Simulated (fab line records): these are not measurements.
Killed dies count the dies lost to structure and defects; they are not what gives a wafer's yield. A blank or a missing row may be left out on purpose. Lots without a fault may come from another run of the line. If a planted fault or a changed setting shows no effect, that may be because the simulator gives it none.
The tool behind it: which one?    flow nand-harc    Sampling: 10 lots, 30 wafers, 6 of 1302 route steps

## WHAT THE GAUGES SHOWED, per wafer
NHARC_END_SORT_01. Usual: killed-at-array 64, standard deviation 20; killed-at-other 0.7, standard deviation 1.1; killed-at-periphery 3.6, standard deviation 2.7; killed-dies 68, standard deviation 20; killed-open 2.8, standard deviation 1.9; killed-short 2.3, standard deviation 1.5.
lot   measured      on         killed-at-array  killed-at-other  killed-at-periphery  killed-dies  killed-open  killed-short  flag
L748  day 33 05:36  prober-02  125 113 130      0 1 0            2 13 8               127 127 138  0 4 7        0 4 0         OFF
L749  day 33 08:02  prober-01  144 138 104      0 1 0            4 9 6                148 148 110  3 6 1        5 3 3         OFF

## WHICH TOOL RAN EACH LOT (tool, then ch and the chambers of the sampled wafers, then the start)
lot   NHARC_A_CONTACT_ETCH_76             NHARC_A_CONTACT_ETCH_133              NHARC_A_CONTACT_ETCH_106            NHARC_A_CONTACT_DESCUM_13           NHARC_A_CONTACT_ETCH_136
L734  rie-diel-06 ch 1,3, day 24 20:42    har-cap-etch-01 ch 0,1, day 24 23:38  rie-diel-06 ch 0,1, day 25 01:41    rie-diel-06 ch 0,2,3, day 25 10:45  har-cap-etch-02 ch 0,1, day 25 12:23
L739  rie-diel-02 ch 2,3, day 25 17:46    har-cap-etch-03 ch 0,1, day 25 20:44  rie-diel-06 ch 0,1,2, day 25 22:02  rie-diel-09 ch 0,1,2, day 26 01:19  har-cap-etch-02 ch 0,1, day 26 03:02
L740  rie-diel-06 ch 1,3, day 26 06:17    har-cap-etch-03 ch 0,1, day 26 09:19  rie-diel-02 ch 0,1,2, day 26 10:34  rie-diel-06 ch 0,1,3, day 26 15:34  har-cap-etch-02 ch 1, day 26 17:13
L741  rie-diel-09 ch 2,3, day 27 01:00    har-cap-etch-02 ch 0, day 27 03:59    rie-diel-09 ch 1,2,3, day 27 05:18  rie-diel-09 ch 2,3, day 27 13:19    har-cap-etch-03 ch 1, day 27 15:02
L744  rie-diel-09 ch 0,2, day 28 21:07    har-cap-etch-02 ch 0,1, day 29 00:10  rie-diel-02 ch 1,3, day 29 01:52    rie-diel-02 ch 0,2,3, day 29 07:12  har-cap-etch-03 ch 0,1, day 29 10:02
L748  rie-diel-09 ch 0,1, day 29 13:31    har-cap-etch-01 ch 0,1, day 29 16:38  rie-diel-09 ch 0,1,2, day 29 17:47  rie-diel-02 ch 2,3, day 30 05:16    har-cap-etch-03 ch 0,1, day 30 07:12
L749  rie-diel-09 ch 1,2,3, day 30 04:58  har-cap-etch-02 ch 1, day 30 08:00    rie-diel-02 ch 0,1, day 30 09:31    rie-diel-02 ch 1,3, day 30 14:36    har-cap-etch-03 ch 0, day 30 16:11
L750  rie-diel-06 ch 0,1,3, day 30 07:59  har-cap-etch-01 ch 0,1, day 30 11:05  rie-diel-02 ch 0,1,2, day 30 12:23  rie-diel-09 ch 1,3, day 30 15:34    har-cap-etch-02 ch 0,1, day 30 17:13
L751  rie-diel-02 ch 0,1,3, day 31 07:42  har-cap-etch-03 ch 0,1, day 31 10:44  rie-diel-06 ch 0,1,2, day 31 12:28  rie-diel-02 ch 1,2,3, day 31 15:46  har-cap-etch-02 ch 0,1, day 31 17:34
L753  rie-diel-06 ch 1,2,3, day 31 10:50  har-cap-etch-02 ch 0,1, day 31 13:55  rie-diel-06 ch 0,1,3, day 31 15:15  rie-diel-06 ch 1,2,3, day 31 18:37  har-cap-etch-01 ch 0,1, day 31 20:14
- NHARC_A_CONTACT_ETCH_76: etches the open film in N2/H2, target depth 260 nm, time 475.3 s.
- NHARC_A_CONTACT_ETCH_133: etches the open film in C4F8/O2/Ar, time 374 s, target depth 1610 nm.
- NHARC_A_CONTACT_ETCH_106: etches the open film in CF4/O2, target depth 90 nm, overetch 9 nm, time 49.5 s.
- NHARC_A_CONTACT_DESCUM_13: chemistry O2, time 3 s.
- NHARC_A_CONTACT_ETCH_136: etches the open film in C4F8/O2/Ar, time 311 s, target depth 1912 nm.

## WHAT THE TOOLS THEMSELVES READ (means of the sampled wafers that have a number; where no wafer has one, the mark that the record gives instead)
NHARC_A_CONTACT_ETCH_76. Usual: drypump-motor-current-A 5.7 A, standard deviation 0.43; oes-product-au 0.998 a.u., standard deviation 0.0098; rf-fwd-power-W 399.3 W, standard deviation 1.1; rf-vpp-V 430.7 V, standard deviation 2.9; showerhead-plenum-p-Torr 2.05 Torr, standard deviation 0.11; throttle-valve-pct 14.171 %, standard deviation 0.0086.
lot   tool         drypump-motor-current-A (A)  oes-product-au (a.u.)  rf-fwd-power-W (W)  rf-vpp-V (V)  showerhead-plenum-p-Torr (Torr)  throttle-valve-pct (%)  flag
L734  rie-diel-06  5.1                          0.995                  399.4               428.0         1.96                             14.172                  
L739  rie-diel-02  6.2                          1.014                  399.3               429.9         2.03                             14.172                  
L740  rie-diel-06  5.2                          0.993                  398.8               428.6         1.96                             14.164                  
L741  rie-diel-09  6.0                          1.002                  400.7               429.3         1.97                             14.180                  
L744  rie-diel-09  5.3                          1.005                  399.4               429.9         2.00                             14.177                  
L748  rie-diel-09  5.4                          1.003                  399.9               429.2         1.99                             14.166                  
L749  rie-diel-09  5.8                          1.000                  399.3               432.9         2.17                             14.172                  
L750  rie-diel-06  5.4                          0.988                  399.3               429.8         2.04                             14.177                  
L751  rie-diel-02  6.1                          1.010                  400.1               431.3         2.10                             14.169                  
L753  rie-diel-06  5.4                          0.992                  399.5               427.9         1.97                             14.174                  

NHARC_A_CONTACT_ETCH_106. Usual: drypump-motor-current-A 5.7 A, standard deviation 0.43; oes-product-au 1.003 a.u., standard deviation 0.01; rf-fwd-power-W 296.3 W, standard deviation 1.5; rf-vpp-V 197.8 V, standard deviation 1.6; showerhead-plenum-p-Torr 1.34 Torr, standard deviation 0.068; throttle-valve-pct 13.398 %, standard deviation 0.0094.
lot   tool         drypump-motor-current-A (A)  oes-product-au (a.u.)  rf-fwd-power-W (W)  rf-vpp-V (V)  showerhead-plenum-p-Torr (Torr)  throttle-valve-pct (%)  flag
L734  rie-diel-06  5.6                          1.004                  297.1               198.8         1.39                             13.398                  
L739  rie-diel-06  5.6                          0.997                  297.1               198.1         1.35                             13.393                  
L740  rie-diel-02  5.9                          1.003                  296.0               197.7         1.33                             13.410                  
L741  rie-diel-09  5.8                          0.998                  295.3               198.7         1.35                             13.396                  
L744  rie-diel-02  6.2                          1.027                  296.9               197.5         1.35                             13.405                  
L748  rie-diel-09  5.4                          1.005                  297.4               197.7         1.35                             13.394                  
L749  rie-diel-02  5.9                          1.017                  297.4               198.6         1.37                             13.394                  
L750  rie-diel-02  5.9                          1.008                  296.6               197.7         1.33                             13.398                  
L751  rie-diel-06  5.6                          1.000                  296.3               198.3         1.34                             13.393                  
L753  rie-diel-06  5.4                          0.996                  296.3               197.9         1.33                             13.403                  

NHARC_A_CONTACT_DESCUM_13. Usual: drypump-motor-current-A 5.7 A, standard deviation 0.45; oes-product-au 1.002 a.u., standard deviation 0.011; rf-vpp-V 57.7 V, standard deviation 0.99; showerhead-plenum-p-Torr 1.92 Torr, standard deviation 0.097; throttle-valve-pct 11.311 %, standard deviation 0.0085.
lot   tool         drypump-motor-current-A (A)  oes-product-au (a.u.)  rf-vpp-V (V)  showerhead-plenum-p-Torr (Torr)  throttle-valve-pct (%)  flag
L734  rie-diel-06  5.6                          0.994                  57.9          1.93                             11.314                  
L739  rie-diel-09  5.4                          1.000                  58.0          1.95                             11.315                  
L740  rie-diel-06  5.4                          0.999                  57.3          1.91                             11.307                  
L741  rie-diel-09  5.6                          0.997                  57.3          1.93                             11.309                  
L744  rie-diel-02  6.1                          1.010                  57.9          1.95                             11.310                  
L748  rie-diel-02  6.4                          1.016                  57.8          1.96                             11.317                  
L749  rie-diel-02  6.2                          1.020                  57.7          1.93                             11.315                  
L750  rie-diel-09  5.9                          1.004                  58.3          2.02                             11.307                  
L751  rie-diel-02  6.2                          1.016                  57.9          1.91                             11.309                  
L753  rie-diel-06  5.3                          1.003                  57.1          1.85                             11.314                  

## THE ANSWER, worked out from the rows above alone
Rule: a lot counts as off when the mean over its wafers that have a number is more than 3 standard deviations away from the usual mean. Also off: a lot with no number at a reading for which 4 or more lots have one. All remaining lots with rows at the step are treated as sound. Order of review: gauges by route order, followed by the tools' own readings, for which a lot's mean as printed above is used. At the first step where some lot is off, the reading lying furthest off is the one used; lots without a number count as furthest.
Off: L748, L749, at NHARC_END_SORT_01 (killed-dies). Neither off nor sound, because the step has no rows for them: L734, L739, L740, L741, L744, L750, L751, L753.
A tool fits if, at a process step before that reading, it ran every lot that is off, and no sound lot after the first of them. Those tools and the gauges at NHARC_END_SORT_01 are tried in the same way. Can't be told from this: 3 tools fit, rie-diel-09 at NHARC_A_CONTACT_ETCH_76, rie-diel-02 at NHARC_A_CONTACT_DESCUM_13, har-cap-etch-03 at NHARC_A_CONTACT_ETCH_136.

## WHAT WAS PUT IN BY THE SIMULATOR
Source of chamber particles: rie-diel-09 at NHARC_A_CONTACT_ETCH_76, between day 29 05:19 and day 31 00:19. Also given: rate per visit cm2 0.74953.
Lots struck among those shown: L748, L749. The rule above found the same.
